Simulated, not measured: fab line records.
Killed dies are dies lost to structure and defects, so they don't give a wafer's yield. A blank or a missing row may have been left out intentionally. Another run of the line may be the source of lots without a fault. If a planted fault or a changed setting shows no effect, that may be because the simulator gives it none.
Chamber matching -- flow nand-harc -- NHARC_A_BONDPAD_CMP_19 on cmp-02 has 4 sister chambers
The step polishes, t overpolish 30 s, cu recess touch 16 s, target thk 169.82 nm. 16 wafers are shown with their chamber, then 8 later ones without.

EACH WAFER AND ITS CHAMBER
wafer,chamber,motor-current-A (A),overpolish-run-s (s)
L373.3,1,11.5,29.996
L373.4,0,12.8,30.001
L373.6,2,12.8,29.986
L372.3,3,10.2,30.001
L372.5,3,10.7,29.987
L372.6,0,12.3,29.994
L379.2,1,12.3,29.994
L379.3,0,12.6,30.004
L379.6,2,13.1,29.986
L385.2,3,11.0,30.010
L385.3,0,13.2,29.997
L385.6,3,10.9,29.992
L386.1,0,12.4,30.011
L386.4,1,12.1,30.001
L386.6,2,13.3,29.988
L389.4,2,12.8,30.000

SIGNATURES (averages over the wafers above)
reading,chamber 0,chamber 1,chamber 2,chamber 3,scatter within a chamber
motor-current-A,12.660,11.967,13.000,10.700,0.344
overpolish-run-s,30.00140,29.99700,29.99000,29.99750,0.00733
Rule: for a wafer and a chamber, the distance is found by dividing, reading by reading, the gap between the wafer's reading and the chamber's mean by the reading's scatter, squaring, summing and taking the root. The wafer belongs to the nearest chamber; if the next one is less than 2 further off, it can't be placed. The scatter is the square root of a quotient: the sum, over the shown wafers, of each reading's squared deviation from its chamber's mean, divided by wafers minus chambers.

WAFERS MISSING THEIR CHAMBER
wafer,motor-current-A (A),overpolish-run-s (s)
L389.5,12.6,30.002
L389.6,11.3,29.999
L391.1,13.2,30.008
L391.4,12.1,29.999
L391.5,11.6,29.998
L392.1,12.9,29.995
L392.3,12.9,30.001
L392.5,11.5,30.018

WHICH CHAMBER EACH ONE RAN IN
wafer,from the rows above,in truth
L389.5,can't be placed: 0 or 1 or 2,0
L389.6,can't be placed: 3 or 1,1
L391.1,can't be placed: 0 or 2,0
L391.4,can't be placed: 1 or 0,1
L391.5,can't be placed: 1 or 3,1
L392.1,can't be placed: 2 or 0 or 1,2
L392.3,can't be placed: 0 or 2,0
L392.5,can't be placed: 1 or 3 or 0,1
Correctly placed: 0 of 8. From these rows, 8 cannot be placed; in 8 the true chamber is one of the candidates. Number placed wrongly: 0.
